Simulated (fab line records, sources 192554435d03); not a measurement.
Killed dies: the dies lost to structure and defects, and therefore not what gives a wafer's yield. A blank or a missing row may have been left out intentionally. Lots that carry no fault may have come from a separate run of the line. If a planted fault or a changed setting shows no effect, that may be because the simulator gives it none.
Matching of chambers | flow n5_finfet | 4 sister chambers for N5_BEOL_M4_ETCH_70 on rie_diel-01
The step etches SOC in N2/H2, target depth 80 nm, overetch 24 nm, time 130 s. 20 wafers are shown with their chamber, then 10 later ones without.

## WAFERS, EACH WITH ITS CHAMBER
wafer  | chamber | showerhead_plenum_p_Torr (Torr) | drypump_motor_current_A (A) | rf_vpp_V (V)
L078.1 | 1       | 2.69                            | 5.9                         | 527.4
L078.3 | 3       | 2.41                            | 5.0                         | 520.7
L078.6 | 3       | 2.41                            | 5.0                         | 521.7
L077.1 | 3       | 2.41                            | 5.1                         | 520.8
L077.4 | 0       | 2.58                            | 6.2                         | 526.7
L077.5 | 0       | 2.58                            | 6.2                         | 525.6
L079.1 | 3       | 2.41                            | 5.0                         | 521.1
L079.4 | 1       | 2.69                            | 5.8                         | 527.1
L079.6 | 2       | 2.54                            | 5.1                         | 523.1
L083.2 | 3       | 2.41                            | 5.0                         | 521.7
L083.5 | 1       | 2.68                            | 5.8                         | 526.2
L083.6 | 2       | 2.54                            | 5.1                         | 522.5
L084.1 | 1       | 2.68                            | 5.8                         | 527.3
L084.4 | 0       | 2.58                            | 6.3                         | 525.3
L084.6 | 1       | 2.68                            | 5.8                         | 525.3
L085.1 | 3       | 2.40                            | 5.1                         | 521.4
L085.2 | 1       | 2.68                            | 5.8                         | 526.4
L085.4 | 0       | 2.58                            | 6.3                         | 525.4
L088.1 | 2       | 2.53                            | 5.1                         | 522.9
L088.2 | 1       | 2.68                            | 5.8                         | 527.0

SIGNATURES (averages over the wafers above)
reading                  | chamber 0 | chamber 1 | chamber 2 | chamber 3 | scatter within a chamber
showerhead_plenum_p_Torr | 2.5800    | 2.6829    | 2.5367    | 2.4083    | 0.00428
drypump_motor_current_A  | 6.250     | 5.814     | 5.100     | 5.033     | 0.0447
rf_vpp_V                 | 525.750   | 526.671   | 522.833   | 521.233   | 0.601
Rule: a wafer lies at a distance from a chamber equal to the root of the sum of squares, over the readings, of (its reading less the chamber's mean, divided by the reading's scatter). The wafer belongs to the nearest chamber; if the next one is less than 2 further off, it can't be placed. How the scatter is found: for the shown wafers, subtract from each reading the mean of its chamber, square and add these, divide the total by (wafers less chambers), then take the root.

## WAFERS WITH NO CHAMBER GIVEN
wafer  | showerhead_plenum_p_Torr (Torr) | drypump_motor_current_A (A) | rf_vpp_V (V)
L088.6 | 2.68                            | 5.8                         | 527.7
L089.1 | 2.53                            | 5.2                         | 523.8
L089.2 | 2.67                            | 5.8                         | 528.0
L089.6 | 2.53                            | 5.1                         | 523.2
L090.1 | 2.39                            | 5.1                         | 520.1
L090.3 | 2.57                            | 6.3                         | 525.1
L090.5 | 2.39                            | 5.0                         | 521.5
L094.4 | 2.39                            | 5.0                         | 520.1
L094.5 | 2.67                            | 5.8                         | 528.6
L094.6 | 2.57                            | 6.2                         | 524.5

## EACH ONE'S CHAMBER
wafer  | from the rows above | in truth
L088.6 | 1                   | 1
L089.1 | 2                   | 2
L089.2 | 1                   | 1
L089.6 | 2                   | 2
L090.1 | 3                   | 3
L090.3 | 0                   | 0
L090.5 | 3                   | 3
L094.4 | 3                   | 3
L094.5 | 1                   | 1
L094.6 | 0                   | 0
Correctly placed: 10 of 10. Number that these rows cannot place: 0. Wrongly placed: 0.
